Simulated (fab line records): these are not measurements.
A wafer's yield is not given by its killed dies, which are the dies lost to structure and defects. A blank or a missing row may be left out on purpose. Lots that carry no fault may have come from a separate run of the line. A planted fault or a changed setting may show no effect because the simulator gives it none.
Matching of chambers :: flow n5 finfet :: 4 sister chambers for N5_FIN_SAQP_ETCH_52 on rie diel-01
The step etches SOC in N2/H2, target depth 100 nm, overetch 20 nm, time 150 s. 18 wafers are shown with their chamber, then 9 later ones without.

EACH WAFER AND ITS CHAMBER
wafer: L074.4
chamber: 2
throttle valve pct (%): 18.16
showerhead plenum p Torr (Torr): 2.41
oes product au (a.u.): 0.62

wafer: L074.5
chamber: 1
throttle valve pct (%): 17.95
showerhead plenum p Torr (Torr): 2.52
oes product au (a.u.): 0.66

wafer: L074.6
chamber: 0
throttle valve pct (%): 17.73
showerhead plenum p Torr (Torr): 2.53
oes product au (a.u.): 0.69

wafer: L075.2
chamber: 1
throttle valve pct (%): 17.95
showerhead plenum p Torr (Torr): 2.52
oes product au (a.u.): 0.65

wafer: L075.4
chamber: 3
throttle valve pct (%): 17.52
showerhead plenum p Torr (Torr): 2.72
oes product au (a.u.): 0.88

wafer: L075.6
chamber: 0
throttle valve pct (%): 17.74
showerhead plenum p Torr (Torr): 2.52
oes product au (a.u.): 0.69

wafer: L081.3
chamber: 0
throttle valve pct (%): 17.77
showerhead plenum p Torr (Torr): 2.52
oes product au (a.u.): 0.68

wafer: L081.4
chamber: 1
throttle valve pct (%): 17.97
showerhead plenum p Torr (Torr): 2.52
oes product au (a.u.): 0.65

wafer: L081.5
chamber: 1
throttle valve pct (%): 17.97
showerhead plenum p Torr (Torr): 2.52
oes product au (a.u.): 0.65

wafer: L086.3
chamber: 1
throttle valve pct (%): 18.00
showerhead plenum p Torr (Torr): 2.51
oes product au (a.u.): 0.64

wafer: L086.4
chamber: 2
throttle valve pct (%): 17.74
showerhead plenum p Torr (Torr): 2.72
oes product au (a.u.): 0.83

wafer: L086.5
chamber: 2
throttle valve pct (%): 17.76
showerhead plenum p Torr (Torr): 2.72
oes product au (a.u.): 0.83

wafer: L087.3
chamber: 3
throttle valve pct (%): 17.57
showerhead plenum p Torr (Torr): 2.71
oes product au (a.u.): 0.80

wafer: L087.5
chamber: 2
throttle valve pct (%): 17.75
showerhead plenum p Torr (Torr): 2.72
oes product au (a.u.): 0.82

wafer: L087.6
chamber: 3
throttle valve pct (%): 17.57
showerhead plenum p Torr (Torr): 2.71
oes product au (a.u.): 0.80

wafer: L088.1
chamber: 2
throttle valve pct (%): 17.76
showerhead plenum p Torr (Torr): 2.72
oes product au (a.u.): 0.82

wafer: L088.2
chamber: 1
throttle valve pct (%): 18.00
showerhead plenum p Torr (Torr): 2.51
oes product au (a.u.): 0.64

wafer: L088.5
chamber: 3
throttle valve pct (%): 17.58
showerhead plenum p Torr (Torr): 2.71
oes product au (a.u.): 0.80

SIGNATURES (averages over the wafers above)
reading: throttle valve pct
chamber 0: 17.7467
chamber 1: 17.9733
chamber 2: 17.8340
chamber 3: 17.5600
scatter within a chamber: 0.0995

reading: showerhead plenum p Torr
chamber 0: 2.5233
chamber 1: 2.5167
chamber 2: 2.6580
chamber 3: 2.7125
scatter within a chamber: 0.0742

reading: oes product au
chamber 0: 0.6867
chamber 1: 0.6483
chamber 2: 0.7840
chamber 3: 0.8200
scatter within a chamber: 0.0527
Rule: a wafer lies at a distance from a chamber equal to the root of the sum of squares, over the readings, of (its reading less the chamber's mean, divided by the reading's scatter). The wafer belongs to the nearest chamber; if the next one is less than 2 further off, it can't be placed. The scatter: the root of (the sum of the squares of (reading less its chamber's mean) over the shown wafers, divided by (wafers less chambers)).

WAFERS MISSING THEIR CHAMBER
wafer: L091.3
throttle valve pct (%): 17.58
showerhead plenum p Torr (Torr): 2.71
oes product au (a.u.): 0.79

wafer: L091.5
throttle valve pct (%): 17.80
showerhead plenum p Torr (Torr): 2.51
oes product au (a.u.): 0.67

wafer: L091.6
throttle valve pct (%): 17.61
showerhead plenum p Torr (Torr): 2.71
oes product au (a.u.): 0.79

wafer: L095.2
throttle valve pct (%): 18.02
showerhead plenum p Torr (Torr): 2.50
oes product au (a.u.): 0.64

wafer: L095.3
throttle valve pct (%): 17.77
showerhead plenum p Torr (Torr): 2.72
oes product au (a.u.): 0.79

wafer: L095.5
throttle valve pct (%): 17.83
showerhead plenum p Torr (Torr): 2.51
oes product au (a.u.): 0.67

wafer: L096.1
throttle valve pct (%): 17.76
showerhead plenum p Torr (Torr): 2.71
oes product au (a.u.): 0.79

wafer: L096.3
throttle valve pct (%): 18.02
showerhead plenum p Torr (Torr): 2.50
oes product au (a.u.): 0.64

wafer: L096.5
throttle valve pct (%): 17.78
showerhead plenum p Torr (Torr): 2.71
oes product au (a.u.): 0.80

WHICH CHAMBER EACH WENT THROUGH
wafer: L091.3
from the rows above: 3
in truth: 3

wafer: L091.5
from the rows above: can't be placed: 0 or 1
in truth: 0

wafer: L091.6
from the rows above: can't be placed: 3 or 2
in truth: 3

wafer: L095.2
from the rows above: 1
in truth: 1

wafer: L095.3
from the rows above: can't be placed: 2 or 3
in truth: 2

wafer: L095.5
from the rows above: can't be placed: 0 or 1
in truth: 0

wafer: L096.1
from the rows above: can't be placed: 2 or 3
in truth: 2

wafer: L096.3
from the rows above: 1
in truth: 1

wafer: L096.5
from the rows above: can't be placed: 2 or 3
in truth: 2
Correctly placed: 3 of 9. Can't be placed from these rows: 6 (the true chamber is among the candidates in 6). Placed wrongly: 0.
